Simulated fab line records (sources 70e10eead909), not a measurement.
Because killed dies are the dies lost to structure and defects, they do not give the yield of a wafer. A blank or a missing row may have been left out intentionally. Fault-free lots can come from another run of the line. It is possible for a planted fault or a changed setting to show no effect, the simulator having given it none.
fab line records ; flow nand-harc
[record] lots = 12; wafers = 35; last-day = 34
route steps=1302 shown A_CHANNEL_FILL_D1@508 A_ONON_D2@551 END@1302
lots untouched by any fault: they come from a run of this same line in which no faults occurred
start-h: the number of hours between the record's first day and the start of the first shown wafer of the lot ; wait-h: time in hours since the lot's previous step ; " as in the row above ; L1.1+2: a single row standing in for several wafers ; - no value present, or no start provided ; * or withheld: withheld ; < > ~ a bound
route shown NAME@n: names a module that has steps shown in the file, with the first one's number in the route ; usual: mean/standard deviation taken from wafers without a fault ; same: alike in all rows ; chamber/n: place in a boat ; sites: readings site by site ; _std_site: how widely they spread, as a standard deviation ; _edge_site: mean of outer sites minus mean of inner sites ; radius-mm: for every site, how far away it sits from the centre of the wafer ; mask NAME#n: copy n ; behind: the tool/chamber that last shaped the wafer ; hold: what put the lot on hold/how long, in hours/how the hold closed ; device: names the non-switching transistor (n, p or np) ; end of line: the tests these same wafers got at the end of their route ; a step with no rows: only its recipe ; killed: not the wafer's yield, but the dies lost to structure and defects at the first sort ; map: a wafer's dies, marking killed ones x, the rest . and places with no die _
set.NAME: the setting that was run; set.NAME@STEP: the one run at that earlier step ; model.NAME: the simulator's own value behind a step, which no gauge read
one table for each step of the route and one row for each wafer, over a sample of lots
services: from which hour (start-h, from the record's first day; less than 0 if before it) a tool's chamber was out of use, for how many hours, and why
[[steps]]
[step NHARC_A_CHANNEL_FILL_D1_ETCHBACK_08]
[recipe] target-depth-a = 2200; time-s = 110; c4f8-flow-sccm = 20; ar-flow-sccm = withheld; rf-w = 600; bias-w = 300; chemistry = C4F8
[usual] oes-product-au = 0.94/0.032; rf-vpp-V = 441.9/2.7
lot.wafer;tool;chamber;start-h;wait-h;oes-product-au;rf-hours-counter-h;rf-vpp-V
L301.3;rie-diel-06;3;-;-;0.93;5.8;444.8
L301.4;rie-diel-06;1;-;-;0.92;5.6;444.0
L301.5;rie-diel-06;3;-;-;0.93;-;446.2
L303.3;rie-diel-10;2;-;-;0.99;0.2;441.6
L303.5;rie-diel-10;2;-;-;0.99;-;442.8
L303.4;rie-diel-10;0;-;-;1.01;-;443.0
L304.1;rie-diel-06;2;-;-;0.92;6.6;442.6
L304.2;rie-diel-06;0;-;-;0.93;6.2;442.6
L304.3;rie-diel-06;1;-;-;0.93;6.6;445.7
L306.3;rie-diel-09;3;-;-;0.92;6.3;440.7
L306.2;rie-diel-09;0;-;-;0.94;7.2;444.3
L306.5;rie-diel-09;1;-;-;0.91;-;440.6
L309.2;rie-diel-09;3;-;-;0.91;7.4;438.6
L309.5;rie-diel-09;0;-;-;0.92;-;443.2
L315.2;rie-diel-10;3;-;-;0.92;6.8;444.1
L315.3;rie-diel-10;1;-;-;0.91;9.3;438.6
L315.5;rie-diel-10;3;-;-;0.92;-;444.7
L316.3;rie-diel-09;2;-;-;0.92;2.8;438.5
L316.1;rie-diel-09;0;-;-;0.93;2.8;445.2
L316.2;rie-diel-09;1;-;-;0.93;2.2;441.6
L317.3;rie-diel-10;2;-;-;0.92;7.7;439.9
L317.5;rie-diel-10;3;-;-;0.92;-;446.5
L317.6;rie-diel-10;0;-;-;0.92;-;445.6
L318.1;rie-diel-09;2;-;-;0.92;4.0;437.9
L318.3;rie-diel-09;3;-;-;0.92;4.8;439.2
L318.4;rie-diel-09;3;-;-;0.92;-;440.2
L320.2;rie-diel-06;2;-;-;1.00;5.2;444.8
L320.4;rie-diel-06;0;-;-;1.00;5.7;442.0
L320.5;rie-diel-06;2;-;-;0.99;-;444.4
L323.4;rie-diel-10;3;-;-;0.92;0.8;445.6
L323.1;rie-diel-10;1;-;-;0.92;1.3;437.1
L323.3;rie-diel-10;2;-;-;0.91;1.1;441.5
L324.4;rie-diel-10;2;-;-;0.91;2.5;442.5
L324.3;rie-diel-10;0;-;-;0.93;2.0;445.1
L324.6;rie-diel-10;2;-;-;0.91;-;443.1
[step NHARC_A_CHANNEL_FILL_D1_STRIP_29]
[recipe] time-s = 20; o2-flow-sccm = 500; ar-flow-sccm = 0; bias-w = 0; chemistry = O2
[usual] drypump-motor-current-A = 5.9/0.5; oes-product-au = 0.999/0.0099; rf-vpp-V = 58.0/0.94; showerhead-plenum-p-Torr = 3.60/0.14; throttle-valve-pct = 17.036/0.009
lot.wafer;tool;chamber;start-h;wait-h;drypump-motor-current-A;oes-product-au;rf-hours-counter-h;rf-vpp-V;showerhead-plenum-p-Torr;throttle-valve-pct
L301.3;rie-diel-06;3;-;-;5.7;0.990;5.9;58.8;3.75;17.047
L301.4;rie-diel-06;0;-;-;5.0;1.014;5.4;57.6;3.65;17.024
L301.5;rie-diel-06;1;-;-;6.1;1.007;-;56.2;3.74;17.040
L303.3;rie-diel-10;0;257.04;0.2;5.2;1.007;0.3;58.2;3.70;17.030
L303.4;rie-diel-10;1;257.04;0.2;6.5;0.982;-;57.1;3.43;17.029
L303.5;rie-diel-10;0;257.04;0.2;5.2;1.001;-;58.8;3.70;17.029
L304.3;rie-diel-06;2;-;-;5.4;0.991;6.6;57.8;3.70;17.034
L304.2;rie-diel-06;3;-;-;5.6;1.011;6.7;58.1;3.75;17.026
L304.1;rie-diel-06;1;-;-;6.0;0.996;6.6;58.4;3.74;17.025
L306.3;rie-diel-09;0;-;-;6.5;1.015;7.2;58.7;3.75;17.051
L306.2;rie-diel-09;1;-;-;6.3;0.986;5.7;58.2;3.53;17.035
L306.5;rie-diel-09;0;-;-;6.5;1.007;-;61.1;3.75;17.034
L309.2;rie-diel-09;0;-;-;6.5;0.999;8.2;60.6;3.75;17.032
L309.5;rie-diel-09;0;-;-;6.5;1.003;-;59.1;3.75;17.030
L315.2;rie-diel-10;3;-;-;5.6;0.991;6.9;58.1;3.73;17.038
L315.3;rie-diel-10;0;-;-;5.2;0.998;10.2;57.4;3.69;17.033
L315.5;rie-diel-10;1;-;-;6.5;0.996;-;56.9;3.43;17.043
L316.3;rie-diel-09;0;-;-;6.5;0.998;2.8;56.6;3.74;17.036
L316.2;rie-diel-09;1;-;-;6.3;1.002;2.2;57.7;3.53;17.041
L316.1;rie-diel-09;2;-;-;5.3;1.009;2.9;55.7;3.35;17.030
L317.3;rie-diel-10;3;-;-;5.6;1.003;7.1;59.6;3.73;17.038
L317.6;rie-diel-10;3;-;-;5.6;0.987;-;60.1;3.73;17.035
L317.5;rie-diel-10;0;-;-;5.2;0.991;-;58.9;3.69;17.032
L318.3;rie-diel-09;1;403.64;0.1;6.3;1.007;3.0;58.1;3.53;17.027
L318.1;rie-diel-09;2;403.64;0.1;5.2;1.005;4.1;56.5;3.35;17.031
L318.4;rie-diel-09;1;403.64;0.1;6.3;1.017;-;58.1;3.53;17.030
L320.4;rie-diel-06;0;-;-;5.0;0.999;5.7;58.3;3.64;17.044
L320.2;rie-diel-06;1;-;-;6.1;1.011;5.3;58.3;3.74;17.036
L320.5;rie-diel-06;0;-;-;5.1;1.006;-;59.0;3.64;17.028
L323.1;rie-diel-10;2;-;-;5.9;0.996;1.4;58.5;3.60;17.051
L323.3;rie-diel-10;0;-;-;5.3;1.006;1.3;58.5;3.69;17.023
L323.4;rie-diel-10;1;-;-;6.5;0.994;1.5;57.8;3.42;17.028
L324.3;rie-diel-10;2;-;-;5.9;0.979;2.6;57.6;3.59;17.050
L324.4;rie-diel-10;0;-;-;5.3;0.999;2.0;56.2;3.69;17.047
L324.6;rie-diel-10;2;-;-;5.9;0.987;-;57.5;3.59;17.023
[step NHARC_A_CHANNEL_FILL_D1_INSPECT_13]
[usual] raw-defect-count = 296/110
lot.wafer;tool;chamber;start-h;wait-h;raw-defect-count
L301.3;defect-inspect-02;-;239.70;0.0;336
L301.4;defect-inspect-02;-;239.70;0.0;168
L301.5;defect-inspect-02;-;239.70;0.0;198
L303.3;defect-inspect-02;-;263.01;0.0;427
L303.4;defect-inspect-02;-;263.01;0.0;402
L303.5;defect-inspect-02;-;263.01;0.0;425
L304.1;defect-inspect-02;-;268.35;0.0;419
L304.2;defect-inspect-02;-;268.35;0.0;505
L304.3;defect-inspect-02;-;268.35;0.0;353
L306.2;defect-inspect-02;-;291.05;0.0;169
L306.3;defect-inspect-02;-;291.05;0.0;202
L306.5;defect-inspect-02;-;291.05;0.0;235
L309.2;defect-inspect-01;-;320.51;0.0;187
L309.5;defect-inspect-01;-;320.51;0.0;234
L315.2;defect-inspect-02;-;386.55;0.0;359
L315.3;defect-inspect-02;-;386.55;0.0;382
L315.5;defect-inspect-02;-;386.55;0.0;375
L316.1;defect-inspect-01;-;390.29;0.0;388
L316.2;defect-inspect-01;-;390.29;0.0;365
L316.3;defect-inspect-01;-;390.29;0.0;311
L317.3;defect-inspect-02;-;399.85;0.0;230
L317.5;defect-inspect-02;-;399.85;0.0;217
L317.6;defect-inspect-02;-;399.85;0.0;517
L318.1;defect-inspect-01;-;410.89;0.0;299
L318.3;defect-inspect-01;-;410.89;0.0;282
L318.4;defect-inspect-01;-;410.89;0.0;335
L320.2;defect-inspect-02;-;442.78;0.0;298
L320.4;defect-inspect-02;-;442.78;0.0;253
L320.5;defect-inspect-02;-;442.78;0.0;248
L323.1;defect-inspect-02;-;457.49;0.0;373
L323.3;defect-inspect-02;-;457.49;0.0;159
L323.4;defect-inspect-02;-;457.49;0.0;347
L324.3;defect-inspect-01;-;474.25;0.0;471
L324.4;defect-inspect-01;-;474.25;0.0;646
L324.6;defect-inspect-01;-;474.25;0.0;364
[step NHARC_A_ONON_D2_DEP_09]
[recipe] target-thk-a = 10000; n2-flow-sccm = 2750; n2o-flow-sccm = 2000; nh3-flow-sccm = 500; sih4-flow-sccm = 210; temp-c = 400
[usual] nh3-flow-sccm = 500.2/1.6
lot.wafer;tool;chamber;start-h;wait-h;nh3-flow-sccm
L301.3;pecvd-onon-04;0;275.94;0.2;500.4
L301.4;pecvd-onon-04;0;275.94;0.2;498.0
L301.5;pecvd-onon-04;0;275.94;0.2;501.2
L303.3;pecvd-onon-01;0;296.18;0.2;501.7
L303.4;pecvd-onon-01;0;296.18;0.2;501.5
L303.5;pecvd-onon-01;0;296.18;0.2;501.7
L304.1;pecvd-onon-03;0;301.84;0.1;500.4
L304.2;pecvd-onon-03;0;301.84;0.1;502.9
L304.3;pecvd-onon-03;0;301.84;0.1;501.4
L306.2;pecvd-onon-01;0;329.60;0.1;498.4
L306.3;pecvd-onon-01;0;329.60;0.1;499.8
L306.5;pecvd-onon-01;0;329.60;0.1;499.1
L309.2;pecvd-onon-01;0;355.61;0.1;499.2
L309.5;pecvd-onon-01;0;355.61;0.1;498.8
L315.2;pecvd-onon-01;0;421.32;0.1;499.2
L315.3;pecvd-onon-01;0;421.32;0.1;499.6
L315.5;pecvd-onon-01;0;421.32;0.1;502.1
L316.1;pecvd-onon-03;0;431.09;0.1;499.7
L316.2;pecvd-onon-03;0;431.09;0.1;497.5
L316.3;pecvd-onon-03;0;431.09;0.1;498.9
L317.3;pecvd-onon-01;0;431.34;0.2;499.0
L317.5;pecvd-onon-01;0;431.34;0.2;499.2
L317.6;pecvd-onon-01;0;431.34;0.2;498.2
L318.1;pecvd-onon-03;0;448.03;0.1;498.6
L318.3;pecvd-onon-03;0;448.03;0.1;500.4
L318.4;pecvd-onon-03;0;448.03;0.1;501.3
L320.2;pecvd-onon-04;0;481.33;0.1;502.7
L320.4;pecvd-onon-04;0;481.33;0.1;501.6
L320.5;pecvd-onon-04;0;481.33;0.1;501.6
L323.1;pecvd-onon-01;0;497.91;0.1;500.8
L323.3;pecvd-onon-01;0;497.91;0.1;500.2
L323.4;pecvd-onon-01;0;497.91;0.1;499.4
L324.3;pecvd-onon-01;0;512.14;0.2;498.3
L324.4;pecvd-onon-01;0;512.14;0.2;498.5
L324.6;pecvd-onon-01;0;512.14;0.2;497.1
[step NHARC_A_ONON_D2_THK_MEAS_11]
[recipe] thk-meas-gauge = ellipsometry
[usual] thk-nm = 1002/10
lot.wafer;tool;chamber;start-h;wait-h;thk-nm
L301.3;film-metro-02;-;276.34;-;993
L301.4;film-metro-02;-;276.34;-;993
L301.5;film-metro-02;-;276.34;-;992
L303.3;film-metro-01;-;296.60;-;1005
L303.4;film-metro-01;-;296.60;-;1007
L303.5;film-metro-01;-;296.60;-;1004
L304.1;film-metro-02;-;302.36;-;1015
L304.2;film-metro-02;-;302.36;-;1019
L304.3;film-metro-02;-;302.36;-;1014
L306.2;film-metro-01;-;330.04;-;997
L306.3;film-metro-01;-;330.04;-;997
L306.5;film-metro-01;-;330.04;-;677
L309.2;film-metro-01;-;356.07;-;1001
L309.5;film-metro-01;-;356.07;-;679
L315.2;film-metro-01;-;421.77;-;1008
L315.3;film-metro-01;-;421.77;-;1006
L315.5;film-metro-01;-;421.77;-;1008
L316.1;film-metro-01;-;431.60;-;993
L316.2;film-metro-01;-;431.60;-;994
L316.3;film-metro-01;-;431.60;-;992
L317.3;film-metro-02;-;431.72;-;1002
L317.5;film-metro-02;-;431.72;-;1000
L317.6;film-metro-02;-;431.72;-;1002
L318.1;film-metro-01;-;448.54;-;1008
L318.3;film-metro-01;-;448.54;-;1008
L318.4;film-metro-01;-;448.54;-;1008
L320.2;film-metro-01;-;481.78;-;1004
L320.4;film-metro-01;-;481.78;-;1006
L320.5;film-metro-01;-;481.78;-;1004
L323.1;film-metro-02;-;498.42;-;1003
L323.3;film-metro-02;-;498.42;-;1004
L323.4;film-metro-02;-;498.42;-;1004
L324.3;film-metro-02;-;512.53;-;1003
L324.4;film-metro-02;-;512.53;-;1003
L324.6;film-metro-02;-;512.53;-;1005
[step NHARC_END_SORT_01]
[recipe] temp-c = 25
[usual] killed-at-array = 49/19; killed-at-other = 0.9/1.1; killed-at-periphery = 4.0/2.7; killed-dies = 54/19; killed-open = 3.3/1.8; killed-short = 2.6/1.6
[same] gross-dies = 677
lot.wafer;tool;chamber;start-h;wait-h;killed-at-array;killed-at-other;killed-at-periphery;killed-dies;killed-open;killed-short
L303.3;prober-02;0;582.53;3.1;25;2;4;31;3;0
L303.4;prober-02;0;583.33;3.4;43;0;4;47;2;3
L303.5;prober-02;0;584.12;3.7;42;1;5;48;9;4
L301.3;prober-02;0;590.26;3.1;25;0;6;31;4;3
L301.4;prober-02;0;591.05;3.4;27;0;7;34;3;3
L301.5;prober-02;0;591.84;3.6;22;2;7;31;3;5
L306.2;prober-01;0;615.86;2.8;19;0;1;20;2;2
L306.3;prober-01;0;616.66;3.1;33;0;5;38;8;5
L306.5;prober-01;0;618.26;3.7;674;0;3;677;4;1
L309.2;prober-01;0;646.84;2.8;58;0;3;61;7;3
L309.5;prober-01;0;649.23;3.7;671;3;3;677;3;7
L317.3;prober-01;0;716.34;3.1;40;0;8;48;3;2
L317.5;prober-01;0;717.94;3.7;44;2;2;48;4;2
L317.6;prober-01;0;718.73;4.0;33;0;6;39;4;4
L316.1;prober-02;0;722.56;2.5;26;0;4;30;2;6
L316.2;prober-02;0;723.36;2.8;25;0;1;26;2;3
L316.3;prober-02;0;724.16;3.1;30;1;4;35;5;5
L315.3;prober-01;0;724.18;3.1;53;2;0;55;2;3
L318.1;prober-02;0;730.32;2.5;34;1;5;40;6;4
L318.3;prober-02;0;731.92;3.1;36;1;8;45;6;3
L318.4;prober-02;0;732.72;3.4;37;0;13;50;4;2
L320.2;prober-01;0;762.33;2.8;55;1;6;62;3;5
L320.4;prober-01;0;763.90;3.4;63;1;5;69;4;2
L320.5;prober-01;0;764.68;3.6;39;1;3;43;2;2
// killed by level:class
L303.3 A_CHANNEL_HOLE_D2:chamber-film-flake=17 P_GATE:chamber-film-flake=3 A_WL_FILL:geometric-particle:open=2 A_CHANNEL_HOLE_D1:chamber-film-flake=2 A_CONTACT:chamber-film-flake=2 THIN_TSV:chamber-film-flake=2 A_ONON_D1:geometric-particle:open=1 P_BONDPAD:chamber-film-flake=1
L303.4 A_CHANNEL_HOLE_D2:chamber-film-flake=32 P_STI:chamber-film-flake=2 A_CONTACT:chamber-film-flake=2 P_M0:geometric-particle:open=1 A_CHANNEL_HOLE_D1:geometric-particle:open=1 A_CHANNEL_FILL_D1:geometric-particle:short=1 A_ONON_D2:geometric-particle:short=1 A_SGD_CUT:geometric-particle:short=1
L303.5 A_CHANNEL_HOLE_D2:chamber-film-flake=22 A_CONTACT:chamber-film-flake=3 A_ONON_D1:geometric-particle:open=2 A_ONON_D2:geometric-particle:open=2 A_CHANNEL_FILL_D2:geometric-particle:short=2 P_STI:chamber-film-flake=2 A_CHANNEL_HOLE_D1:chamber-film-flake=2 A_WL_FILL:chamber-film-flake=2
L301.3 A_CHANNEL_HOLE_D2:chamber-film-flake=13 A_CONTACT:chamber-film-flake=4 P_ZERO_WELL:chamber-film-flake=2 P_GATE:chamber-film-flake=2 P_M0:geometric-particle:open=1 P_M1:geometric-particle:short=1 A_ONON_D1:geometric-particle:short=1 A_CHANNEL_FILL_D1:geometric-particle:open=1
L301.4 A_CONTACT:chamber-film-flake=10 A_STAIRCASE:chamber-film-flake=5 A_CHANNEL_HOLE_D2:chamber-film-flake=4 A_CHANNEL_HOLE_D1:chamber-film-flake=3 P_GATE:geometric-particle:open=2 P_STI:chamber-film-flake=2 A_ONON_D1:geometric-particle:short=1 A_CHANNEL_HOLE_D1:geometric-particle:short=1
L301.5 A_CHANNEL_HOLE_D2:chamber-film-flake=8 A_CONTACT:chamber-film-flake=5 P_ZERO_WELL:chamber-film-flake=4 A_CHANNEL_HOLE_D1:chamber-film-flake=3 P_M0:geometric-particle:open=2 A_CHANNEL_FILL_D2:geometric-particle:short=2 STARTING-WAFER:geometric-particle:short=2 A_CONTACT:geometric-particle:open=1
L306.2 A_CHANNEL_HOLE_D2:chamber-film-flake=8 A_STAIRCASE:chamber-film-flake=3 A_CONTACT:chamber-film-flake=2 A_ONON_D1:geometric-particle:short=1 A_CHANNEL_FILL_D1:geometric-particle:open=1 A_WL_FILL:geometric-particle:short=1 A_WL_FILL:geometric-particle:open=1 P_GATE:chamber-film-flake=1
L306.3 A_CHANNEL_HOLE_D2:chamber-film-flake=14 A_ONON_D1:geometric-particle:short=3 P_GATE:chamber-film-flake=3 A_CONTACT:chamber-film-flake=3 A_CHANNEL_HOLE_D1:chamber-film-flake=2 A_STAIRCASE:chamber-film-flake=2 P_GATE:geometric-particle:open=1 P_CONTACT:geometric-particle:open=1
L306.5 A_ONON_D2:area-dep=656 A_CHANNEL_HOLE_D2:chamber-film-flake=10 P_GATE:chamber-film-flake=2 A_CHANNEL_HOLE_D1:chamber-film-flake=2 A_CONTACT:chamber-film-flake=2 P_GATE:geometric-particle:open=1 A_CHANNEL_FILL_D1:geometric-particle:short=1 A_CHANNEL_HOLE_D2:geometric-particle:open=1
L309.2 A_SLIT:chamber-film-flake=27 A_CHANNEL_FILL_D1:chamber-film-flake=5 A_SGD_CUT:chamber-film-flake=5 A_CHANNEL_HOLE_D2:chamber-film-flake=4 A_ONON_D1:geometric-particle:open=3 A_CONTACT:chamber-film-flake=3 A_WL_FILL:geometric-particle:short=2 P_ZERO_WELL:chamber-film-flake=2
L309.5 A_ONON_D2:area-dep=638 A_SLIT:chamber-film-flake=11 A_CHANNEL_HOLE_D2:chamber-film-flake=8 A_ONON_D1:geometric-particle:short=3 A_CONTACT:chamber-film-flake=3 A_WL_FILL:chamber-film-flake=2 THIN_TSV:chamber-film-flake=2 P_GATE:geometric-particle:open=1
L317.3 A_CHANNEL_HOLE_D2:chamber-film-flake=16 A_CHANNEL_HOLE_D1:chamber-film-flake=9 P_CONTACT:chamber-film-flake=6 A_SLIT:chamber-film-flake=5 A_DECK1_JOINT:chamber-film-flake=3 A_STAIRCASE:chamber-film-flake=2 A_CHANNEL_FILL_D1:geometric-particle:open=1 P_CONTACT:geometric-particle:open=1
L317.5 A_CHANNEL_HOLE_D2:chamber-film-flake=17 A_CHANNEL_HOLE_D1:chamber-film-flake=11 A_CONTACT:chamber-film-flake=5 A_STAIRCASE:chamber-film-flake=4 A_CHANNEL_FILL_D2:geometric-particle:open=2 P_CONTACT:chamber-film-flake=2 A_DECK1_JOINT:chamber-film-flake=2 A_ONON_D2:geometric-particle:open=1
L317.6 A_CHANNEL_HOLE_D2:chamber-film-flake=11 A_CHANNEL_HOLE_D1:chamber-film-flake=6 A_STAIRCASE:chamber-film-flake=6 P_CONTACT:chamber-film-flake=3 A_DECK1_JOINT:geometric-particle:open=2 A_SGD_CUT:geometric-particle:short=2 A_SLIT:chamber-film-flake=2 A_CONTACT:chamber-film-flake=2
L316.1 A_CHANNEL_HOLE_D1:chamber-film-flake=8 A_CONTACT:chamber-film-flake=7 A_CHANNEL_FILL_D1:geometric-particle:short=2 P_ZERO_WELL:chamber-film-flake=2 A_STAIRCASE:chamber-film-flake=2 P_GATE:geometric-particle:open=1 A_ONON_D1:geometric-particle:short=1 A_DECK1_JOINT:geometric-particle:short=1
L316.2 A_CHANNEL_HOLE_D1:chamber-film-flake=9 A_CONTACT:chamber-film-flake=4 A_SLIT:chamber-film-flake=3 A_DECK1_JOINT:chamber-film-flake=2 A_CHANNEL_HOLE_D2:chamber-film-flake=2 P_CONTACT:geometric-particle:open=1 A_ONON_D1:geometric-particle:short=1 A_ONON_D2:geometric-particle:short=1
L316.3 A_CHANNEL_HOLE_D1:chamber-film-flake=9 A_CONTACT:chamber-film-flake=5 A_STAIRCASE:chamber-film-flake=3 A_SLIT:chamber-film-flake=3 P_CONTACT:geometric-particle:open=2 A_CHANNEL_HOLE_D2:geometric-particle:short=2 P_GATE:geometric-particle:short=1 A_CHANNEL_FILL_D1:geometric-particle:open=1
L315.3 A_CHANNEL_HOLE_D1:chamber-film-flake=21 A_SLIT:chamber-film-flake=17 A_CHANNEL_HOLE_D2:chamber-film-flake=5 A_CONTACT:chamber-film-flake=3 A_ONON_D2:geometric-particle:short=2 A_M0:chamber-film-flake=2 A_CHANNEL_FILL_D1:geometric-particle:open=1 A_CHANNEL_FILL_D2:geometric-particle:open=1
L318.1 A_CHANNEL_HOLE_D1:chamber-film-flake=16 A_STAIRCASE:chamber-film-flake=7 P_CONTACT:geometric-particle:open=2 P_BONDPAD:chamber-film-flake=2 A_SOURCE_PLATE:geometric-particle:open=1 A_ONON_D1:geometric-particle:short=1 A_CHANNEL_FILL_D1:geometric-particle:open=1 A_CHANNEL_FILL_D1:geometric-particle:short=1
L318.3 A_CHANNEL_HOLE_D1:chamber-film-flake=10 A_STAIRCASE:chamber-film-flake=10 A_CONTACT:chamber-film-flake=6 P_BONDPAD:chamber-film-flake=4 A_CHANNEL_FILL_D1:geometric-particle:open=3 A_ONON_D1:geometric-particle:short=2 P_GATE:chamber-film-flake=2 A_CHANNEL_FILL_D1:chamber-film-flake=2
L318.4 A_CHANNEL_HOLE_D1:chamber-film-flake=15 A_STAIRCASE:chamber-film-flake=10 P_GATE:chamber-film-flake=5 A_CONTACT:chamber-film-flake=4 P_BONDPAD:chamber-film-flake=3 P_ZERO_WELL:chamber-film-flake=2 A_SLIT:chamber-film-flake=2 A_M0:chamber-film-flake=2
L320.2 A_CHANNEL_HOLE_D2:chamber-film-flake=15 A_CHANNEL_HOLE_D1:chamber-film-flake=14 A_CONTACT:chamber-film-flake=7 A_STAIRCASE:chamber-film-flake=6 A_SLIT:chamber-film-flake=5 P_STI:chamber-film-flake=3 A_BLC:geometric-particle:open=2 P_ZERO_WELL:chamber-film-flake=2
L320.4 A_CHANNEL_HOLE_D2:chamber-film-flake=27 A_CHANNEL_HOLE_D1:chamber-film-flake=9 A_STAIRCASE:chamber-film-flake=7 A_SLIT:chamber-film-flake=6 A_CONTACT:chamber-film-flake=6 P_ZERO_WELL:chamber-film-flake=3 A_CHANNEL_FILL_D1:geometric-particle:open=1 A_CHANNEL_FILL_D1:geometric-particle:short=1
L320.5 A_CHANNEL_HOLE_D2:chamber-film-flake=10 A_CHANNEL_HOLE_D1:chamber-film-flake=7 A_SLIT:chamber-film-flake=7 A_STAIRCASE:chamber-film-flake=4 A_CONTACT:chamber-film-flake=4 P_ZERO_WELL:chamber-film-flake=2 A_ONON_D1:geometric-particle:short=1 A_DECK1_JOINT:geometric-particle:short=1
[[services]]
tool;chamber;start-h;hours;kind
rie-diel-10;2;212.57;17.4;repair
rie-diel-09;3;214.46;12.9;repair
pecvd-onon-03;-;227.43;13.0;pm
rie-diel-10;-;242.52;9.0;pm
rie-diel-10;3;252.51;23.4;repair
rie-diel-06;0;268.43;4.0;repair
pecvd-onon-01;-;269.00;13.0;pm
rie-diel-09;3;273.10;7.5;repair
rie-diel-10;0;302.42;4.0;repair
rie-diel-06;-;307.20;9.0;pm
rie-diel-10;2;310.43;17.7;repair
rie-diel-09;-;320.10;9.0;pm
rie-diel-10;1;327.91;11.5;repair
rie-diel-10;3;340.41;13.5;repair
rie-diel-06;2;382.96;3.9;repair
rie-diel-10;2;385.83;3.7;repair
rie-diel-09;0;402.97;10.2;repair
rie-diel-06;2;411.38;8.7;repair
rie-diel-10;-;419.52;9.0;pm
rie-diel-09;-;428.97;3.9;repair
rie-diel-09;1;443.74;14.0;repair
pecvd-onon-01;-;450.00;13.0;pm
rie-diel-06;-;484.20;9.0;pm
rie-diel-09;-;497.10;9.0;pm
[[key]]
[first-sign] step = NHARC_A_ONON_D2_THK_MEAS_11; reading = thk-nm; direction = down; sigmas = 32; usual = 1002; struck = 678
[effect] step = NHARC_END_SORT_01; reading = killed-at-array; direction = up; sigmas = 33; usual = 49; struck = 672
[more-kills-born-at] NHARC_A_ONON_D2_DEP_09@pecvd-onon-01 = 1294
met-at NHARC_A_ONON_D2_DEP_09
struck-lots L306,L309
struck-wafers L306.5,L309.5
later-rows-left-out L306.5,L309.5
tester-left-out L306,L309
not-acting-at NHARC_A_CHANNEL_FILL_D1_ETCHBACK_08,NHARC_A_CHANNEL_FILL_D1_STRIP_29,NHARC_A_CHANNEL_FILL_D1_INSPECT_13
onset-between 296.18 329.60
[fault] kind = process-parameter-drift; tool = pecvd-onon-01; chamber = -; onset-h = 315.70; steps = NHARC_A_ONON_D2_DEP_09; channel = target-thk-a; offset = *; shape = step; end-h = 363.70; scope = struck-wafers-only; acts-in = *; stated = *
// tester-left-out: of these lots the tester's yield and bins aren't shown, on N5 and GAA mostly nor the transistor test; their killed dies are dies lost to structure and defects alone, not to doping, threshold or leakage, so they don't give the yield
// later-rows-left-out: the simulator's readings of these wafers behind a module that went badly wrong aren't trusted and aren't shown, but for the sort
